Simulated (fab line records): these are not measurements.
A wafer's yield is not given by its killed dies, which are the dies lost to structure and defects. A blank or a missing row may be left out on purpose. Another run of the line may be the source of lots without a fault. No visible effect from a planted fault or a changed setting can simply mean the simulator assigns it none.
Comparing a struck lot with a sound one    flow n5 finfet    16 steps out of a route of 1938
Sound: the wafers L308.1, L308.2, L308.6. Struck: wafer L312.1 (left out: L312.3, a lot-mate that was not struck); the cause follows at the end.
Each step with rows lists, per side, the tool, then ch with its chambers, then its first start. Under that, the readings that differ: sound wafers    struck wafers    difference of the means    sigmas: that difference in standard deviations of wafers without a fault.
alike: same words and numbers on both sides, and readings whose means sit less than 2 such deviations apart. not compared: any withheld reading, any reading some wafer has no value for, any bound like >300 that may hide the same value, and any number with overlapping values for which the record gives no deviation.
Wherever a step has rows on one side only, a row that says differs or no value, or a row with sigmas, the two part there. Numbers that don't overlap but have no deviation are shown without sigmas and don't part them. Lack of a reading on every wafer of one side parts them only where that side has two or more wafers.

first, 1 step without rows for these wafers: N5_BEOL_M5_ALD_86 (deposits TaN, pulse time 2 s, purge time 3 s, co reactant purge time 2 s).
N5_BEOL_M5_SURFACE_TREAT_87:
  sound: pvd sputter-01 at day 9 14:04; struck: pvd sputter-03 at day 10 17:58
  not compared: throttle valve pct
then, 1 step without rows for these wafers: N5_BEOL_M5_CVD_47 (deposits Co from CCTBA/H2, target thk 3 nm, time 216 s).
N5_BEOL_M5_SPUTTER_48: material Cu, target thk 15 nm, time 27.62 s.
  sound: pvd sputter-03 at day 9 14:23; struck: pvd sputter-02 at day 10 18:17
  alike: chuck sensor temp C, substrate temp c, throttle valve pct
then, 2 steps without rows for these wafers: N5_BEOL_M5_ANNEAL_49 (time 1800 s); N5_BEOL_M5_SPUTTER_81 (material Cu, target thk 15 nm, time 27.62 s).
N5_BEOL_M5_ANNEAL_82: time 1800 s.
  sound: pvd sputter-03 at day 9 15:32; struck: pvd sputter-02 at day 10 19:28
  alike: heater power w
then, 2 steps without rows for these wafers: N5_BEOL_M5_SPUTTER_83 (material Cu, target thk 15 nm, time 27.62 s); N5_BEOL_M5_ANNEAL_84 (time 1800 s).
N5_BEOL_M5_SPUTTER_88: material Cu, target thk 15 nm, time 27.62 s.
  sound: pvd sputter-03 at day 9 17:38; struck: pvd sputter-02 at day 10 21:33
  alike: chuck sensor temp C, substrate temp c, throttle valve pct
then, 2 steps without rows for these wafers: N5_BEOL_M5_ANNEAL_89 (time 1800 s); N5_BEOL_M5_SPUTTER_90 (material Cu, target thk 4.5 nm, time 8.29 s).
N5_BEOL_M5_ECD_50: material Cu, target thk 300 nm.
  sound on ecd cu-02 ch 0,1, day 9 18:50; struck on ecd cu-01 ch 1, day 10 22:46
reading                                 sound              struck  difference  sigmas
model.Cu_of_BEOL_M5_ECD_50.thk nm (nm)  297.2 300.6 297.2  480.8   +182.5      
N5_BEOL_M5_ANNEAL_51: time 90 s.
  sound on rtp anneal-01 ch 0, day 9 18:56; struck on rtp anneal-01 ch 0, day 10 22:56
  alike: wafer_temp_C_max
N5_BEOL_M5_CMP_52: polishes, stops on SiCOH lowk, t overpolish 6.9 s, target thk 62 nm.
  sound on cmp-04 ch 0,2,3, day 9 19:14; struck on cmp-04 ch 3, day 10 23:16
reading                 sound           struck  difference  sigmas
motor current A (A)     7.0 6.9 5.7     5.4     -1.1        -2
time to endpoint s (s)  62.3 60.0 57.3  97.9    +38.0       +13
N5_BEOL_M5_THK_MEAS_53: measures by xrf.
  sound: film metro-02 at day 9 19:32; struck: film metro-01 at day 10 23:31
  alike: M5_THK

## WHERE THEY PART
At N5_BEOL_M5_CMP_52 and nowhere else, as far as this record goes. Later steps at which nothing parts them and some readings are alike: N5_BEOL_M5_THK_MEAS_53.

WHY: the cause the simulator had injected
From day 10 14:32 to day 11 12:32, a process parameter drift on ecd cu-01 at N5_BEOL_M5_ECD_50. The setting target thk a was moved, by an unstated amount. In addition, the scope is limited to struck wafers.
